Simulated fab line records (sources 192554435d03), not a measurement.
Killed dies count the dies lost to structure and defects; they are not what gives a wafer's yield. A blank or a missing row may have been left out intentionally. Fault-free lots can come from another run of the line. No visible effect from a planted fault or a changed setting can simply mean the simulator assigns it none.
Which of the tools did it? / flow n5Finfet / Sampling: 10 lots, 28 wafers, 6 of 1938 route steps

== WHAT EACH GAUGE READ, for each wafer ==
N5_BEOL_M2_OCD_MEAS_38. Usual: trenchDepthNm reads 55.7 nm (standard deviation 1.9).
lot=L574; measured=day 6 21:10; on=ocd-01; trenchDepthNm (nm)=56.2 58.1 58.1; flag=
lot=L578; measured=day 7 23:00; on=ocd-01; trenchDepthNm (nm)=56.1 57.3 56.5; flag=
lot=L581; measured=day 10 00:28; on=ocd-02; trenchDepthNm (nm)=54.7 57.2; flag=
lot=L584; measured=day 10 06:45; on=ocd-02; trenchDepthNm (nm)=- - -; flag=OFF
lot=L585; measured=day 10 06:53; on=ocd-01; trenchDepthNm (nm)=- - -; flag=OFF
lot=L593; measured=day 12 04:31; on=ocd-01; trenchDepthNm (nm)=56.4 58.3 56.6; flag=
lot=L594; measured=day 12 05:01; on=ocd-01; trenchDepthNm (nm)=57.7 57.7; flag=
lot=L595; measured=day 12 09:00; on=ocd-01; trenchDepthNm (nm)=53.5 51.7 53.9; flag=
lot=L596; measured=day 12 15:37; on=ocd-01; trenchDepthNm (nm)=57.3 54.2 57.5; flag=
lot=L597; measured=day 13 07:57; on=ocd-02; trenchDepthNm (nm)=55.6 57.0 53.4; flag=

N5_BEOL_M4_RC_MEAS_101. Usual: DIBL_N 36.2 mV/V, standard deviation 2.4; DIBL_P 36.2 mV/V, standard deviation 2.6; IOFF_N 0.16 nA/um, standard deviation 0.045; IOFF_P 0.21 nA/um, standard deviation 0.046; ION_N 674 uA/um, standard deviation 17; ION_P 463 uA/um, standard deviation 11; SS_N 71.5 mV/dec, standard deviation 0.77; SS_P 73.1 mV/dec, standard deviation 0.76; VT_N 250 mV, standard deviation 3.9; VT_P -250 mV, standard deviation 3.9.
lot=L574; measured=day 7 21:28; on=prober-02; DIBL_N (mV/V)=39.4 37.9 40.5; DIBL_P (mV/V)=39.7 38.3 40.5; IOFF_N (nA/um)=0.20 0.16 0.22; IOFF_P (nA/um)=0.27 0.24 0.30; ION_N (uA/um)=685 692 695; ION_P (uA/um)=474 480 473; SS_N (mV/dec)=72.3 71.5 71.9; SS_P (mV/dec)=73.8 72.9 74.1; VT_N (mV)=249 249 247; VT_P (mV)=-244 -249 -245; flag=
lot=L578; measured=day 8 17:58; on=prober-01; DIBL_N (mV/V)=37.8 38.2 36.8; DIBL_P (mV/V)=36.7 37.9 35.4; IOFF_N (nA/um)=0.15 0.16 0.12; IOFF_P (nA/um)=0.17 0.20 0.16; ION_N (uA/um)=669 678 644; ION_P (uA/um)=445 464 438; SS_N (mV/dec)=72.4 71.1 72.1; SS_P (mV/dec)=73.7 74.5 73.0; VT_N (mV)=253 250 257; VT_P (mV)=-258 -256 -257; flag=
lot=L581; measured=day 13 23:11; on=prober-01; DIBL_N (mV/V)=33.7 34.5; DIBL_P (mV/V)=33.3 33.1; IOFF_N (nA/um)=0.11 0.11; IOFF_P (nA/um)=0.15 0.15; ION_N (uA/um)=652 636; ION_P (uA/um)=452 440; SS_N (mV/dec)=70.0 71.3; SS_P (mV/dec)=72.7 72.1; VT_N (mV)=253 255; VT_P (mV)=-254 -256; flag=
lot=L593; measured=day 13 04:14; on=prober-01; DIBL_N (mV/V)=34.2 37.1 35.1; DIBL_P (mV/V)=33.9 35.9 34.9; IOFF_N (nA/um)=0.14 0.18 0.14; IOFF_P (nA/um)=0.18 0.22 0.21; ION_N (uA/um)=684 680 660; ION_P (uA/um)=469 471 455; SS_N (mV/dec)=70.8 71.7 72.4; SS_P (mV/dec)=72.9 73.4 72.9; VT_N (mV)=252 252 251; VT_P (mV)=-252 -249 -246; flag=
lot=L594; measured=day 13 06:20; on=prober-02; DIBL_N (mV/V)=37.1 35.6; DIBL_P (mV/V)=36.7 35.6; IOFF_N (nA/um)=0.18 0.15; IOFF_P (nA/um)=0.21 0.20; ION_N (uA/um)=680 657; ION_P (uA/um)=467 448; SS_N (mV/dec)=72.7 71.6; SS_P (mV/dec)=73.1 73.5; VT_N (mV)=248 252; VT_P (mV)=-250 -252; flag=
lot=L595; measured=day 13 12:28; on=prober-01; DIBL_N (mV/V)=34.8 37.0 40.3; DIBL_P (mV/V)=33.8 35.0 41.5; IOFF_N (nA/um)=0.12 0.15 0.24; IOFF_P (nA/um)=0.17 0.19 0.32; ION_N (uA/um)=681 644 707; ION_P (uA/um)=468 444 482; SS_N (mV/dec)=71.7 71.8 72.2; SS_P (mV/dec)=72.6 72.1 73.8; VT_N (mV)=251 253 243; VT_P (mV)=-254 -253 -244; flag=
lot=L596; measured=day 13 21:27; on=prober-02; DIBL_N (mV/V)=35.4 33.3 34.5; DIBL_P (mV/V)=35.4 32.2 34.5; IOFF_N (nA/um)=0.14 0.10 0.13; IOFF_P (nA/um)=0.22 0.17 0.21; ION_N (uA/um)=663 647 674; ION_P (uA/um)=456 452 474; SS_N (mV/dec)=70.9 70.8 71.5; SS_P (mV/dec)=73.0 72.6 72.9; VT_N (mV)=250 258 255; VT_P (mV)=-248 -251 -250; flag=
lot=L597; measured=day 14 07:34; on=prober-01; DIBL_N (mV/V)=33.8 38.3 32.8; DIBL_P (mV/V)=34.0 38.9 33.3; IOFF_N (nA/um)=0.13 0.21 0.12; IOFF_P (nA/um)=0.21 0.28 0.19; ION_N (uA/um)=661 687 688; ION_P (uA/um)=458 475 477; SS_N (mV/dec)=71.6 71.9 72.0; SS_P (mV/dec)=72.5 73.3 71.6; VT_N (mV)=253 247 253; VT_P (mV)=-248 -245 -250; flag=

== EACH LOT AND THE TOOL THAT RAN IT (in order: tool; ch and the chambers of the sampled wafers; start) ==
lot=L574; N5_BEOL_M1_PRE_CLEAN_60=cvdCo-01 ch 0,1,2, day 6 08:46; N5_BEOL_M1_DEP_57=pecvd-04 ch 0,2, day 6 08:56; N5_BEOL_M2_ILD_DEP_00=pecvd-01 ch 0,1,2, day 6 09:05; N5_BEOL_M2_PECVD_72=pecvd-02 ch 0,1,2, day 6 09:11
lot=L578; N5_BEOL_M1_PRE_CLEAN_60=cvdCo-02 ch 0,1, day 7 18:28; N5_BEOL_M1_DEP_57=pecvd-02 ch 0,1,2, day 7 18:37; N5_BEOL_M2_ILD_DEP_00=pecvd-01 ch 0,1,2, day 7 18:45; N5_BEOL_M2_PECVD_72=pecvd-03 ch 0,1, day 7 18:52
lot=L581; N5_BEOL_M1_PRE_CLEAN_60=cvdCo-01 ch 0,1, day 9 19:13; N5_BEOL_M1_DEP_57=pecvd-04 ch 1, day 9 19:23; N5_BEOL_M2_ILD_DEP_00=pecvd-01 ch 0,1, day 9 19:31; N5_BEOL_M2_PECVD_72=pecvd-02 ch 0, day 9 19:38
lot=L584; N5_BEOL_M1_PRE_CLEAN_60=cvdCo-01 ch 1,2, day 9 22:25; N5_BEOL_M1_DEP_57=pecvd-04 ch 0,1,2, day 9 22:34; N5_BEOL_M2_ILD_DEP_00=pecvd-02 ch 0,1, day 9 22:42; N5_BEOL_M2_PECVD_72=pecvd-01 ch 0,1, day 9 22:49
lot=L585; N5_BEOL_M1_PRE_CLEAN_60=cvdCo-02 ch 0,1,2, day 10 01:34; N5_BEOL_M1_DEP_57=pecvd-01 ch 0,1, day 10 01:44; N5_BEOL_M2_ILD_DEP_00=pecvd-02 ch 0,1, day 10 01:52; N5_BEOL_M2_PECVD_72=pecvd-01 ch 0,1, day 10 01:59
lot=L593; N5_BEOL_M1_PRE_CLEAN_60=cvdCo-02 ch 0,1, day 11 07:22; N5_BEOL_M1_DEP_57=pecvd-01 ch 0,1,2, day 11 07:31; N5_BEOL_M2_ILD_DEP_00=pecvd-03 ch 1,2, day 11 07:39; N5_BEOL_M2_PECVD_72=pecvd-02 ch 0,1, day 11 07:46
lot=L594; N5_BEOL_M1_PRE_CLEAN_60=cvdCo-01 ch 0,2, day 11 11:02; N5_BEOL_M1_DEP_57=pecvd-04 ch 0,2, day 11 11:14; N5_BEOL_M2_ILD_DEP_00=pecvd-02 ch 0,1, day 11 11:22; N5_BEOL_M2_PECVD_72=pecvd-03 ch 1,2, day 11 11:29
lot=L595; N5_BEOL_M1_PRE_CLEAN_60=cvdCo-01 ch 0,2, day 12 01:31; N5_BEOL_M1_DEP_57=pecvd-04 ch 0,1,2, day 12 01:44; N5_BEOL_M2_ILD_DEP_00=pecvd-03 ch 1,2, day 12 01:52; N5_BEOL_M2_PECVD_72=pecvd-02 ch 0,1, day 12 01:58
lot=L596; N5_BEOL_M1_PRE_CLEAN_60=cvdCo-01 ch 0,2, day 12 08:56; N5_BEOL_M1_DEP_57=pecvd-01 ch 0,2, day 12 09:05; N5_BEOL_M2_ILD_DEP_00=pecvd-02 ch 1,2, day 12 09:13; N5_BEOL_M2_PECVD_72=pecvd-01 ch 0,2, day 12 09:20
lot=L597; N5_BEOL_M1_PRE_CLEAN_60=cvdCo-02 ch 0,1, day 12 22:04; N5_BEOL_M1_DEP_57=pecvd-02 ch 0,2, day 12 22:17; N5_BEOL_M2_ILD_DEP_00=pecvd-02 ch 0,1, day 12 22:25; N5_BEOL_M2_PECVD_72=pecvd-01 ch 0,2, day 12 22:31
- N5_BEOL_M1_PRE_CLEAN_60: time 15 s.
- N5_BEOL_M1_DEP_57: deposits SiCN from 3MS/NH3, target thk 8 nm, time 14 s.
- N5_BEOL_M2_ILD_DEP_00: deposits SiOC from DEMS/O2, target thk 79 nm, time 15.3 s.
- N5_BEOL_M2_PECVD_72: deposits SiO2 from TEOS/O2, target thk 16 nm, time 18 s.

== AS READ BY THE TOOLS THEMSELVES (means over the sampled wafers that have a number; for cases with no such wafer, the mark the record gives instead) ==
N5_BEOL_M1_PRE_CLEAN_60. Usual: heaterPowerW reads 93 W (standard deviation 20).
lot=L574; tool=cvdCo-01; heaterPowerW (W)=101; flag=
lot=L578; tool=cvdCo-02; heaterPowerW (W)=77; flag=
lot=L581; tool=cvdCo-01; heaterPowerW (W)=90; flag=
lot=L584; tool=cvdCo-01; heaterPowerW (W)=113; flag=
lot=L585; tool=cvdCo-02; heaterPowerW (W)=88; flag=
lot=L593; tool=cvdCo-02; heaterPowerW (W)=79; flag=
lot=L594; tool=cvdCo-01; heaterPowerW (W)=100; flag=
lot=L595; tool=cvdCo-01; heaterPowerW (W)=87; flag=
lot=L596; tool=cvdCo-01; heaterPowerW (W)=106; flag=
lot=L597; tool=cvdCo-02; heaterPowerW (W)=79; flag=

N5_BEOL_M1_DEP_57. Usual: chamberPressureTorr 2.999 Torr, standard deviation 0.0066; rfFwdPowerW 199.2 W, standard deviation 0.72; showerheadPlenumPTorr 3.664 Torr, standard deviation 0.014; throttleValvePct 9.0 %, standard deviation 0.53.
lot=L574; tool=pecvd-04; chamberPressureTorr (Torr)=2.997; rfFwdPowerW (W)=199.5; showerheadPlenumPTorr (Torr)=3.665; throttleValvePct (%)=8.7; flag=
lot=L578; tool=pecvd-02; chamberPressureTorr (Torr)=3.003; rfFwdPowerW (W)=198.9; showerheadPlenumPTorr (Torr)=3.666; throttleValvePct (%)=9.0; flag=
lot=L581; tool=pecvd-04; chamberPressureTorr (Torr)=2.995; rfFwdPowerW (W)=199.1; showerheadPlenumPTorr (Torr)=3.681; throttleValvePct (%)=9.9; flag=
lot=L584; tool=pecvd-04; chamberPressureTorr (Torr)=2.998; rfFwdPowerW (W)=198.6; showerheadPlenumPTorr (Torr)=3.673; throttleValvePct (%)=9.0; flag=
lot=L585; tool=pecvd-01; chamberPressureTorr (Torr)=2.997; rfFwdPowerW (W)=199.3; showerheadPlenumPTorr (Torr)=3.645; throttleValvePct (%)=9.4; flag=
lot=L593; tool=pecvd-01; chamberPressureTorr (Torr)=3.004; rfFwdPowerW (W)=199.4; showerheadPlenumPTorr (Torr)=3.652; throttleValvePct (%)=8.8; flag=
lot=L594; tool=pecvd-04; chamberPressureTorr (Torr)=3.007; rfFwdPowerW (W)=199.4; showerheadPlenumPTorr (Torr)=3.664; throttleValvePct (%)=8.6; flag=
lot=L595; tool=pecvd-04; chamberPressureTorr (Torr)=2.998; rfFwdPowerW (W)=199.2; showerheadPlenumPTorr (Torr)=3.670; throttleValvePct (%)=9.2; flag=
lot=L596; tool=pecvd-01; chamberPressureTorr (Torr)=3.004; rfFwdPowerW (W)=199.3; showerheadPlenumPTorr (Torr)=3.660; throttleValvePct (%)=8.6; flag=
lot=L597; tool=pecvd-02; chamberPressureTorr (Torr)=2.999; rfFwdPowerW (W)=199.4; showerheadPlenumPTorr (Torr)=3.671; throttleValvePct (%)=8.8; flag=

N5_BEOL_M2_ILD_DEP_00. Usual: chamberPressureTorr 5.001 Torr, standard deviation 0.011; heaterPowerOuterW 270 W, standard deviation 49; heaterPowerW 491 W, standard deviation 56; showerheadPlenumPTorr 5.686 Torr, standard deviation 0.017; throttleValvePct 11.8 %, standard deviation 0.53.
lot=L574; tool=pecvd-01; chamberPressureTorr (Torr)=5.004; heaterPowerOuterW (W)=225; heaterPowerW (W)=431; showerheadPlenumPTorr (Torr)=5.686; throttleValvePct (%)=11.8; flag=
lot=L578; tool=pecvd-01; chamberPressureTorr (Torr)=4.995; heaterPowerOuterW (W)=247; heaterPowerW (W)=464; showerheadPlenumPTorr (Torr)=5.682; throttleValvePct (%)=11.9; flag=
lot=L581; tool=pecvd-01; chamberPressureTorr (Torr)=4.999; heaterPowerOuterW (W)=211; heaterPowerW (W)=430; showerheadPlenumPTorr (Torr)=5.678; throttleValvePct (%)=11.9; flag=
lot=L584; tool=pecvd-02; chamberPressureTorr (Torr)=-; heaterPowerOuterW (W)=-; heaterPowerW (W)=-; showerheadPlenumPTorr (Torr)=-; throttleValvePct (%)=-; flag=OFF
lot=L585; tool=pecvd-02; chamberPressureTorr (Torr)=-; heaterPowerOuterW (W)=-; heaterPowerW (W)=-; showerheadPlenumPTorr (Torr)=-; throttleValvePct (%)=-; flag=OFF
lot=L593; tool=pecvd-03; chamberPressureTorr (Torr)=5.003; heaterPowerOuterW (W)=260; heaterPowerW (W)=486; showerheadPlenumPTorr (Torr)=5.691; throttleValvePct (%)=11.4; flag=
lot=L594; tool=pecvd-02; chamberPressureTorr (Torr)=5.003; heaterPowerOuterW (W)=268; heaterPowerW (W)=497; showerheadPlenumPTorr (Torr)=5.681; throttleValvePct (%)=11.9; flag=
lot=L595; tool=pecvd-03; chamberPressureTorr (Torr)=5.004; heaterPowerOuterW (W)=244; heaterPowerW (W)=460; showerheadPlenumPTorr (Torr)=5.692; throttleValvePct (%)=11.3; flag=
lot=L596; tool=pecvd-02; chamberPressureTorr (Torr)=5.003; heaterPowerOuterW (W)=345; heaterPowerW (W)=574; showerheadPlenumPTorr (Torr)=5.701; throttleValvePct (%)=11.7; flag=
lot=L597; tool=pecvd-02; chamberPressureTorr (Torr)=5.008; heaterPowerOuterW (W)=288; heaterPowerW (W)=517; showerheadPlenumPTorr (Torr)=5.702; throttleValvePct (%)=12.0; flag=

N5_BEOL_M2_PECVD_72. Usual: heaterPowerW 739 W, standard deviation 84; showerheadPlenumPTorr 8.75 Torr, standard deviation 0.074; throttleValvePct 22.0 %, standard deviation 0.97.
lot=L574; tool=pecvd-02; heaterPowerW (W)=792; showerheadPlenumPTorr (Torr)=8.80; throttleValvePct (%)=22.0; flag=
lot=L578; tool=pecvd-03; heaterPowerW (W)=735; showerheadPlenumPTorr (Torr)=8.66; throttleValvePct (%)=22.2; flag=
lot=L581; tool=pecvd-02; heaterPowerW (W)=823; showerheadPlenumPTorr (Torr)=8.77; throttleValvePct (%)=22.6; flag=
lot=L584; tool=pecvd-01; heaterPowerW (W)=705; showerheadPlenumPTorr (Torr)=8.69; throttleValvePct (%)=22.9; flag=
lot=L585; tool=pecvd-01; heaterPowerW (W)=594; showerheadPlenumPTorr (Torr)=8.68; throttleValvePct (%)=22.9; flag=
lot=L593; tool=pecvd-02; heaterPowerW (W)=734; showerheadPlenumPTorr (Torr)=8.78; throttleValvePct (%)=22.6; flag=
lot=L594; tool=pecvd-03; heaterPowerW (W)=766; showerheadPlenumPTorr (Torr)=8.75; throttleValvePct (%)=21.5; flag=
lot=L595; tool=pecvd-02; heaterPowerW (W)=854; showerheadPlenumPTorr (Torr)=8.77; throttleValvePct (%)=22.6; flag=
lot=L596; tool=pecvd-01; heaterPowerW (W)=653; showerheadPlenumPTorr (Torr)=8.76; throttleValvePct (%)=21.2; flag=
lot=L597; tool=pecvd-01; heaterPowerW (W)=676; showerheadPlenumPTorr (Torr)=8.76; throttleValvePct (%)=21.2; flag=

== THE ANSWER, worked out from the rows above alone ==
Rule: lot off if the mean of its wafers having a number is beyond 3 standard deviations from the usual mean. A lot without any number at a reading at which 4 lots or more have one is off too. Any other lot the step has rows for is counted as sound. First the gauges in route order, then the tools' own readings, where a lot's mean is used as printed above. The first step at which some lot is off is used, and at that step the reading that is off furthest; a lot without a number counts as furthest.
Off: L584, L585 (N5_BEOL_M2_OCD_MEAS_38, trenchDepthNm). Without a number there: L584, L585.
A tool fits if, at a process step before that reading, it ran every lot that is off, and no sound lot after the first of them. Not tried: the gauges at N5_BEOL_M2_OCD_MEAS_38; whatever is off there is also off at N5_BEOL_M2_ILD_DEP_00, on other tools, and gauge error can't account for it. Not one of the candidates tried fits.

== WHAT THE SIMULATOR HAD INSERTED ==
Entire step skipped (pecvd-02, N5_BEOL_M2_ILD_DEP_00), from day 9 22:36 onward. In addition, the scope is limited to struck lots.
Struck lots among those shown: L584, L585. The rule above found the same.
